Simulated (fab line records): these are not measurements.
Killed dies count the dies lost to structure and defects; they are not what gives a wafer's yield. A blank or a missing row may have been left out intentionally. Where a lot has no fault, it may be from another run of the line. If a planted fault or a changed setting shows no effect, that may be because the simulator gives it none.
Matching of chambers / flow n5_finfet / pecvd-02 running N5_BEOL_M2_DEP_57: 3 sister chambers
The step deposits SiCN from 3MS/NH3, target thk 8 nm, time 14 s. 6 wafers are shown with their chamber, then 9 later ones without.

WAFERS PAIRED WITH THEIR CHAMBERS
wafer=L085.3; chamber=0; showerhead_plenum_p_Torr (Torr)=3.661; throttle_valve_pct (%)=8.7
wafer=L087.4; chamber=1; showerhead_plenum_p_Torr (Torr)=3.640; throttle_valve_pct (%)=8.5
wafer=L087.5; chamber=0; showerhead_plenum_p_Torr (Torr)=3.657; throttle_valve_pct (%)=8.7
wafer=L091.1; chamber=2; showerhead_plenum_p_Torr (Torr)=3.670; throttle_valve_pct (%)=8.9
wafer=L091.5; chamber=1; showerhead_plenum_p_Torr (Torr)=3.643; throttle_valve_pct (%)=8.7
wafer=L091.6; chamber=2; showerhead_plenum_p_Torr (Torr)=3.669; throttle_valve_pct (%)=9.0

WAFERS MISSING THEIR CHAMBER
wafer=L092.4; showerhead_plenum_p_Torr (Torr)=3.649; throttle_valve_pct (%)=8.6
wafer=L092.5; showerhead_plenum_p_Torr (Torr)=3.660; throttle_valve_pct (%)=8.8
wafer=L092.6; showerhead_plenum_p_Torr (Torr)=3.676; throttle_valve_pct (%)=8.9
wafer=L095.1; showerhead_plenum_p_Torr (Torr)=3.658; throttle_valve_pct (%)=8.6
wafer=L095.4; showerhead_plenum_p_Torr (Torr)=3.652; throttle_valve_pct (%)=8.6
wafer=L095.5; showerhead_plenum_p_Torr (Torr)=3.649; throttle_valve_pct (%)=8.7
wafer=L096.2; showerhead_plenum_p_Torr (Torr)=3.657; throttle_valve_pct (%)=8.9
wafer=L096.4; showerhead_plenum_p_Torr (Torr)=3.645; throttle_valve_pct (%)=8.7
wafer=L096.6; showerhead_plenum_p_Torr (Torr)=3.657; throttle_valve_pct (%)=8.7

WHICH CHAMBER EACH ONE RAN IN
wafer=L092.4; from the rows above=can't be placed: 1 or 0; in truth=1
wafer=L092.5; from the rows above=0; in truth=0
wafer=L092.6; from the rows above=2; in truth=2
wafer=L095.1; from the rows above=0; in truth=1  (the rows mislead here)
wafer=L095.4; from the rows above=can't be placed: 0 or 1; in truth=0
wafer=L095.5; from the rows above=can't be placed: 1 or 0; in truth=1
wafer=L096.2; from the rows above=0; in truth=0
wafer=L096.4; from the rows above=1; in truth=1
wafer=L096.6; from the rows above=0; in truth=0
Placed correctly: 5 of 9. Unplaceable from these rows: 3, with the true chamber sitting among the candidates in 3. Wrongly placed: 1.
How it was worked out, from the rows above alone: a wafer's distance from a chamber is the root of the sum, over the readings, of the square of ((its reading less the chamber's mean) divided by the reading's scatter). The wafer belongs to the nearest chamber; if the next one is less than 2 further off, it can't be placed. The mean given for a chamber averages the wafers shown for that chamber. How the scatter is found: for the shown wafers, subtract from each reading the mean of its chamber, square and add these, divide the total by (wafers less chambers), then take the root.
